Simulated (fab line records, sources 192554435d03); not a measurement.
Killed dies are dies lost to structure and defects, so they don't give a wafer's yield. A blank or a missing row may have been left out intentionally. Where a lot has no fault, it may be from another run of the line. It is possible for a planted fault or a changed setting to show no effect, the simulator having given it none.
Struck lot and sound lot, side by side	flow n5-finfet	40 out of 1938 route steps
Sound: the wafers L511.1, L511.3, L511.6. Struck: wafer L514.6. At the end, the cause is stated.
Order at every step that has rows: each side's tool, ch and its chambers, its first start. Under that, the readings that differ: sound wafers	struck wafers	difference of the means	sigmas: that difference in standard deviations of wafers without a fault.
alike: a reading whose means differ by less than 2 such deviations, as well as words and numbers matching on both sides. not compared: withheld readings; readings where some wafer has no value; bounds like >300 that might hide an equal value; numbers whose values overlap and for which the record gives no deviation.
Wherever a step has rows on one side only, a row that says differs or no value, or a row with sigmas, the two part there. When numbers do not overlap yet have no deviation, they are printed without sigmas and do not part them. A reading missing from all wafers of one side parts the sides only when that side holds two or more wafers.

first, 12 steps without rows for these wafers: N5_MOL_CONTACT_COAG_PRECLEAN_111 (cleans in NF3:NH3, afs cycles 1, time 20 s, sublimation time 60 s); N5_MOL_CONTACT_COAG_TI_SIL_19 (material Ti, target thk 4.2 nm, time 15 s); N5_MOL_CONTACT_COAG_ALD_20 (deposits TiN, target thk 1.5 nm, pulse time 1 s, purge time 3 s); N5_MOL_CONTACT_COAG_SIL_ANNEAL_21 (time 60 s); N5_MOL_CONTACT_COAG_PRE_CLEAN_141 (time 60 s); N5_MOL_CONTACT_COAG_SPUTTER_143 (material Co, target thk 2.5 nm); N5_MOL_CONTACT_COAG_CO_FILL_22 (material Co, precursor CCTBA/H2, target thk 20 nm); N5_MOL_CONTACT_COAG_ANNEAL_113 (time 300 s); N5_MOL_CONTACT_COAG_PRE_CLEAN_142 (time 60 s); N5_MOL_CONTACT_COAG_SPUTTER_130 (material Co, target thk 47.5 nm); N5_MOL_CONTACT_COAG_PRECLEAN_125 (cleans in DIW, time 57.5 s); N5_MOL_CONTACT_COAG_SRD_126 (dry time 32 s).
N5_MOL_CONTACT_COAG_CMP_23: polishes, stops on SiO2, t overpolish 1.5 s, target thk 0 nm.
  sound on cmp-03 ch 0,1,3, day 5 19:42; struck on cmp-03 ch 0, day 6 16:59
reading	sound	struck	difference	sigmas
head-pressure-psi (psi)	1.998 2.000 1.994	1.834	-0.163	-41
platen-rpm (rpm)	50.35 50.29 50.29	50.22	-0.09	-3
slurry-filter-dp-kPa (kPa)	13.67 13.50 13.55	13.19	-0.38	-3
  alike: motor-current-A, overpolish-run-s, time-to-endpoint-s
then, 4 steps without rows for these wafers: N5_MOL_CONTACT_COAG_WET_ETCH_26 (target Co, target depth 13 nm); N5_MOL_CONTACT_COAG_WET_ETCH_116 (etches the open film in SC1-inhibited, target depth 4.6 nm, rinse time 30 s); N5_MOL_CONTACT_COAG_ALD_27 (deposits SiOC, target thk 17 nm, pulse time 1.5 s, time 2720 s); N5_MOL_CONTACT_COAG_CMP_28 (polishes, stops on SiNx, t overpolish 0.85 s, target thk 14.522 nm).
N5_MOL_CONTACT_COAG_THK_MEAS_29:
  sound: film-metro-02 at day 5 22:45; struck: film-metro-02 at day 6 19:31
reading	sound	struck	difference	sigmas
MD_CAP_THK (nm)	18.08 17.89 18.00	18.21	+0.22	+3
then, 19 steps without rows for these wafers: N5_MOL_CONTACT_COAG_ALD_123 (deposits SiNx, target thk 5 nm, pulse time 1 s, purge time 2 s); N5_MOL_CONTACT_COAG_PECVD_31 (deposits SiO2 from TEOS/O2, target thk 46 nm, time 8.9 s); N5_MOL_CONTACT_COAG_COAT_75 (time 60 s, resist thk 60 nm); N5_MOL_CONTACT_COAG_COAT_76 (time 60 s, resist thk 10 nm); N5_MOL_CONTACT_COAG_COAT_77 (time 60 s, resist thk 10 nm); N5_MOL_CONTACT_COAG_COAT_78 (resist thk 40 nm); N5_MOL_CONTACT_COAG_EBR_80; N5_MOL_CONTACT_COAG_SOFTBAKE_79 (time 60 s); N5_MOL_CONTACT_COAG_EXPOSE_81 (exposes mask VG, defocus 0 nm); N5_MOL_CONTACT_COAG_PEB_82 (peb time 60 s); N5_MOL_CONTACT_COAG_DEVELOP_83 (develop time 30 s); N5_MOL_CONTACT_COAG_DESCUM_88 (chemistry O2, time 7 s); N5_MOL_CONTACT_COAG_ETCH_89 (etches underlayer in N2/H2, target depth 13 nm, time 10.4 s); N5_MOL_CONTACT_COAG_ETCH_90 (etches SiARC in CF4, target depth 13 nm, time 21.7 s); N5_MOL_CONTACT_COAG_ALD_131 (deposits SiO2, target thk 5 nm, pulse time 1 s, co reactant pulse time 1 s); N5_MOL_CONTACT_COAG_ETCHBACK_132 (etches SiO2 in CHF3, target depth 10 nm, time 6.7 s); N5_MOL_CONTACT_COAG_ETCH_91 (etches SOC in N2/H2, target depth 60 nm, overetch 21 nm, time 101.2 s); N5_MOL_CONTACT_COAG_STRIP_92 (strips in N2/H2); N5_MOL_CONTACT_COAG_STRIP_93 (strips in N2/H2).
N5_MOL_CONTACT_COAG_ETCH_47: etches SiNx in CH3F/O2, stops on W, target depth 27 nm.
  sound on rie-diel-02 ch 0,1,3, day 6 00:34; struck on rie-diel-01 ch 2, day 6 21:35
reading	sound	struck	difference	sigmas
drypump-motor-current-A (A)	5.6 5.6 5.3	6.4	+0.9	+2
model.etch.depth-nm (nm)	18.06 17.92 17.99	18.19	+0.20	
  alike: chamber-pressure-mTorr, etch-rf-on-time-s, oes-product-au, rf-vpp-V, showerhead-plenum-p-Torr, throttle-valve-pct
  not compared: rf-hours-counter-h
-- here the record skips 3 days between the struck wafers' starts before and after, leaving off in module MOL_CONTACT_COAG and picking up in module BEOL_M4 (first step shown: number 1111 of the route) --
N5_BEOL_M4_RC_MEAS_101:
  sound on prober-02 ch 0, day 9 22:48; struck on prober-02 ch 0, day 10 08:55
reading	sound	struck	difference	sigmas
RS_NWELL (ohm/sq)	1054 1044 1053	1971	+921	+99 or more
  alike: DIBL_N, DIBL_P, IOFF_N, IOFF_P, ION_N, ION_P, SS_N, SS_P, VT_N, VT_P
N5_PASSIVATION_PROBE_49:
  rows exist in the record for the sound wafers here (prober-01, day 14 20:22), none for the struck ones

== WHERE THEY PART ==
At N5_MOL_CONTACT_COAG_CMP_23 first; at N5_PASSIVATION_PROBE_49 last (within this record only).

WHY: what had been put in by the simulator
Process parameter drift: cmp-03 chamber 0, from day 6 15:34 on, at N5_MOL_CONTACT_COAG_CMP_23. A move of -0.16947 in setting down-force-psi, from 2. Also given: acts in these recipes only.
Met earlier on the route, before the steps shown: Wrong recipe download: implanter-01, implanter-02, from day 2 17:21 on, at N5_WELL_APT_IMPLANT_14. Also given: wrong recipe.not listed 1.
